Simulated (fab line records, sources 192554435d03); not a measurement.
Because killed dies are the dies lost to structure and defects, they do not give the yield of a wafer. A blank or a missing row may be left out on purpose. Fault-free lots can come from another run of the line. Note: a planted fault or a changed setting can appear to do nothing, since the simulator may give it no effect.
3 desks looking at one fault / flow n5 finfet / what lay behind the numbers comes last; until then each desk has only its own

FROM THE METROLOGY DESK
Means of the sampled wafers that have a number, per lot and without regard to the tool the lot ran on: this is what the gauges read. A lot is out of limits, marked OUT, if its mean lies more than 4 standard deviations from the usual mean; the brackets give that distance. Shown here are 7 of its 10 readings, the ones lying furthest out on some lot.
Columns: A = DIBL_N at N5_BEOL_M4_RC_MEAS_101, usual 36.1 mV/V; B = IOFF_N at N5_BEOL_M4_RC_MEAS_101, usual 0.16 nA/um; C = IOFF_P at N5_BEOL_M4_RC_MEAS_101, usual 0.21 nA/um; D = ION_N at N5_BEOL_M4_RC_MEAS_101, usual 673 uA/um; E = ION_P at N5_BEOL_M4_RC_MEAS_101, usual 461 uA/um; F = VT_N at N5_BEOL_M4_RC_MEAS_101, usual 250 mV; G = VT_P at N5_BEOL_M4_RC_MEAS_101, usual -250 mV
lot=L994; first seen here=day 8 12:54; A=35.5; B=0.15; C=0.19; D=671; E=458; F=251; G=-252
lot=L995; first seen here=day 9 09:04; A=36.9; B=0.19; C=0.23; D=682; E=460; F=247; G=-252
lot=L997; first seen here=day 9 18:20; A=34.5; B=0.13; C=0.17; D=659; E=451; F=255; G=-255
lot=L999; first seen here=day 10 12:10; A=37.4; B=0.15; C=0.23; D=668; E=467; F=251; G=-247
lot=L101; first seen here=day 10 18:57; A=35.4; B=0.14; C=0.17; D=669; E=455; F=253; G=-255
lot=L103; first seen here=day 11 10:46; A=35.5; B=0.14; C=0.19; D=663; E=456; F=251; G=-249
lot=L111; first seen here=day 13 07:11; A=36.4; B=0.17; C=0.24; D=671; E=468; F=250; G=-247
lot=L112; first seen here=day 13 12:44; A=37.4; B=0.19; C=0.25; D=679; E=465; F=247; G=-247
lot=L113; first seen here=day 13 13:10; A=37.0; B=0.18; C=0.25; D=680; E=470; F=246; G=-245
lot=L114; first seen here=day 13 22:20; A=35.7; B=0.18; C=0.22; D=681; E=462; F=246; G=-248
This desk's verdict: no lot among the 10 shows anything out of limits.

TOOL OWNER'S DESK, rie diel-01
The tool's own readings at N5_MOL_CONTACT_COAG_ETCH_15 (etches SiNx in CH3F/O2, stops on Si:P, target depth 7 nm): means of the sampled wafers that have a number, for each lot that ran on this tool. A lot is out of limits, marked OUT, if its mean lies more than 4 standard deviations from the usual mean; the brackets give that distance.
Columns: A = CH3F_flow_sccm at N5_MOL_CONTACT_COAG_ETCH_15, usual 30.00 sccm; B = drypump motor current A at N5_MOL_CONTACT_COAG_ETCH_15, usual 5.9 A; C = oes product au at N5_MOL_CONTACT_COAG_ETCH_15, usual 0.57 a.u.; D = rf vpp V at N5_MOL_CONTACT_COAG_ETCH_15, usual 296 V; E = showerhead plenum p Torr at N5_MOL_CONTACT_COAG_ETCH_15, usual 2.02 Torr; F = throttle valve pct at N5_MOL_CONTACT_COAG_ETCH_15, usual 16.42 %
lot=L997; first seen here=day 6 06:56; A=29.95; B=6.1; C=0.61; D=299; E=1.99; F=16.31
lot=L999; first seen here=day 6 16:47; A=30.00; B=5.9; C=0.59; D=298; E=1.95; F=16.29
lot=L101; first seen here=day 7 07:28; A=29.99; B=6.1; C=0.48; D=295; E=1.96; F=16.33
lot=L103; first seen here=day 7 19:07; A=30.03; B=6.3; C=0.48; D=300; E=2.01; F=16.56
This desk's verdict: no lot among the 4 shows anything out of limits.

THE DEFECT DESK
For each lot, the counts of the inspections along the route, averaged over the sampled wafers that have a number. A lot is out of limits, marked OUT, if its mean lies more than 4 standard deviations from the usual mean; the brackets give that distance.
Columns: A = raw defect count at N5_GATE_CUT_INSPECT_26, usual 41
lot=L994; first seen here=day 5 10:31; A=35
lot=L995; first seen here=day 5 15:17; A=32
lot=L997; first seen here=day 6 06:04; A=52
lot=L999; first seen here=day 6 16:02; A=36
lot=L101; first seen here=day 7 06:49; A=23
lot=L103; first seen here=day 7 18:08; A=41
lot=L111; first seen here=day 9 14:38; A=23
lot=L112; first seen here=day 9 21:06; A=29
lot=L113; first seen here=day 10 05:24; A=25
lot=L114; first seen here=day 10 09:44; A=44
This desk's verdict: no lot among the 10 shows anything out of limits.

TAKEN TOGETHER
Nothing out of limits was seen by the metrology desk.
Nothing out of limits was seen by the tool owner's desk.
Nothing the defect desk looked at was out of limits.

WHAT THE SIMULATOR PUT IN
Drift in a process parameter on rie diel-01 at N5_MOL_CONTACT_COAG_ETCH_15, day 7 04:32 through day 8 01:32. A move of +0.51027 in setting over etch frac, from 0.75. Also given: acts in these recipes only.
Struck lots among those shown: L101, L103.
